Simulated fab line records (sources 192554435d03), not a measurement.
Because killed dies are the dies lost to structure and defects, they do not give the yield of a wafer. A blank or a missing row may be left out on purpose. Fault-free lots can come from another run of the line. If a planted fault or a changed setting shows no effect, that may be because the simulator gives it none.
Chamber matching / flow n5-finfet / N5_SDB_HM_DEP_00 on pecvd-04 has 3 sister chambers
The step deposits SiNx from SiH4/NH3/N2, target thk 40 nm, time 35.3 s. 3 wafers are shown with their chamber, then 7 later ones without.

## WAFERS PAIRED WITH THEIR CHAMBERS
wafer=L079.6; chamber=1; showerhead-plenum-p-Torr (Torr)=5.05
wafer=L086.5; chamber=2; showerhead-plenum-p-Torr (Torr)=5.22
wafer=L094.4; chamber=0; showerhead-plenum-p-Torr (Torr)=5.01

## WAFERS WITH NO CHAMBER GIVEN
wafer=L094.5; showerhead-plenum-p-Torr (Torr)=5.05
wafer=L095.1; showerhead-plenum-p-Torr (Torr)=5.06
wafer=L095.3; showerhead-plenum-p-Torr (Torr)=5.00
wafer=L095.4; showerhead-plenum-p-Torr (Torr)=5.23
wafer=L097.2; showerhead-plenum-p-Torr (Torr)=5.07
wafer=L097.3; showerhead-plenum-p-Torr (Torr)=5.25
wafer=L097.5; showerhead-plenum-p-Torr (Torr)=5.23

## CHAMBER TAKEN BY EACH
wafer=L094.5; from the rows above=1; in truth=1
wafer=L095.1; from the rows above=1; in truth=1
wafer=L095.3; from the rows above=0; in truth=0
wafer=L095.4; from the rows above=2; in truth=2
wafer=L097.2; from the rows above=1; in truth=1
wafer=L097.3; from the rows above=2; in truth=2
wafer=L097.5; from the rows above=2; in truth=2
Correctly placed: 7 of 7. Left unplaced by these rows: 0. Wrongly placed: 0.
How it was worked out, from the rows above alone: a wafer's distance from a chamber is the root of the sum, over the readings, of the square of ((its reading less the chamber's mean) divided by the reading's scatter). The wafer belongs to the nearest chamber; if the next one is less than 2 further off, it can't be placed. The mean given for a chamber averages the wafers shown for that chamber. The scatter (one wafer shown for each chamber): square how far every hidden wafer sits from the nearest shown wafer, average those squares and take the square root.
